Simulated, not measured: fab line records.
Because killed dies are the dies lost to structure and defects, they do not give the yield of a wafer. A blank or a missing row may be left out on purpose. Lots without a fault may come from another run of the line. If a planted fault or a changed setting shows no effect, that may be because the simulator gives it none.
Comparing a struck lot with a sound one || flow n5-finfet || 28 steps out of a route of 1938
Sound: wafers L604.1, L604.2, L604.6. Wafers struck: L595.2, L595.4, L595.6. The cause is given at the end.
Each step with rows lists, per side, the tool, then ch with its chambers, then its first start. Under that, the readings that differ: sound wafers || struck wafers || difference of the means || sigmas: that difference in standard deviations of wafers without a fault.
alike: same words and numbers on both sides, and readings whose means sit less than 2 such deviations apart. not compared: any withheld reading, any reading some wafer has no value for, any bound like >300 that may hide the same value, and any number with overlapping values for which the record gives no deviation.
A row with sigmas, a row that says differs or no value, or rows on one side alone: a step with any of these is where the two part. Non-overlapping numbers with no deviation appear without sigmas and do not part them. A reading missing from all wafers of one side parts the sides only when that side holds two or more wafers.

first, 11 steps without rows for these wafers: N5_BEOL_M7_CURE_75 (cures SiCOH lowk, time 120 s); N5_BEOL_M7_DEGAS_44 (time 60 s); N5_BEOL_M7_PRE_CLEAN_45 (time 30 s); N5_BEOL_M7_ALD_77 (deposits TaN, target thk 2 nm, pulse time 2 s, purge time 3 s); N5_BEOL_M7_SURFACE_TREAT_79; N5_BEOL_M7_CVD_78 (deposits Co from CCTBA/H2, target thk 2 nm, time 142.3 s); N5_BEOL_M7_SPUTTER_48 (material Cu, target thk 10 nm, time 1.667 s); N5_BEOL_M7_ECD_50 (material Cu, target thk 300 nm); N5_BEOL_M7_ANNEAL_51 (time 90 s); N5_BEOL_M7_CMP_52 (polishes, stops on SiCOH lowk, t overpolish 6.9 s, target thk 80 nm); N5_BEOL_M7_PRE_CLEAN_55 (time 15 s).
N5_BEOL_M7_DEP_56: deposits SiCN from 3MS/NH3, target thk 10 nm, time 17.5 s.
  sound on pecvd-02 ch 1,2, day 15 15:24; struck on pecvd-03 ch 0,1,2, day 12 20:05
  alike: showerhead-plenum-p-Torr, throttle-valve-pct
N5_BEOL_M7_INSPECT_58: inspects for defects (darkfield).
  sound: defect-inspect-01 at day 15 15:29; struck: defect-inspect-01 at day 12 20:10
{"reading": "raw-defect-count", "sound": "91 58 63", "struck": "795 905 785", "difference": "+758", "sigmas": "+27"}
then, 12 steps without rows for these wafers: N5_BEOL_M8_ILD_DEP_00 (deposits SiCOH lowk from DEMS/porogen, target thk 179.75 nm, time 33.4 s); N5_BEOL_M8_CURE_74 (cures SiCOH lowk, time 240 s); N5_BEOL_M8_PECVD_70 (deposits SiO2 from TEOS/O2, target thk 20 nm, time 22.7 s); N5_BEOL_M8_HM_DEP_02 (deposits TiN, target thk 20 nm); N5_BEOL_M8_COAT_59 (time 60 s, resist thk 100 nm); N5_BEOL_M8_COAT_60 (time 60 s, resist thk 35 nm); N5_BEOL_M8_COAT_05 (resist thk 90 nm); N5_BEOL_M8_EBR_07; N5_BEOL_M8_SOFTBAKE_06 (time 60 s); N5_BEOL_M8_EXPOSE_08 (exposes mask M8); N5_BEOL_M8_PEB_09 (peb time 60 s); N5_BEOL_M8_DEVELOP_10 (develop time 30 s).
N5_BEOL_M8_INSPECT_13: inspects for defects (brightfield).
  sound: defect-inspect-02 at day 15 17:54; struck: defect-inspect-02 at day 12 22:44
{"reading": "raw-defect-count", "sound": "529 522 402", "struck": "1154 1192 1155", "difference": "+683", "sigmas": "+8"}
then, 1 step without rows for these wafers: N5_BEOL_M8_DESCUM_16 (chemistry O2, time 7.9 s).
-- record jumps: 3 days separate the struck wafers' starts on either side; left off in module BEOL_M8, taken up again in module PASSIVATION, whose first shown step is the route's number 1936 --
N5_PASSIVATION_PROBE_49:
  only the struck wafers here have rows in the record (prober-01, day 15 16:42); the sound ones have none

== WHERE THEY PART ==
At N5_BEOL_M7_INSPECT_58 first; at N5_PASSIVATION_PROBE_49 last (within this record only).

WHY: whatever the simulator had introduced
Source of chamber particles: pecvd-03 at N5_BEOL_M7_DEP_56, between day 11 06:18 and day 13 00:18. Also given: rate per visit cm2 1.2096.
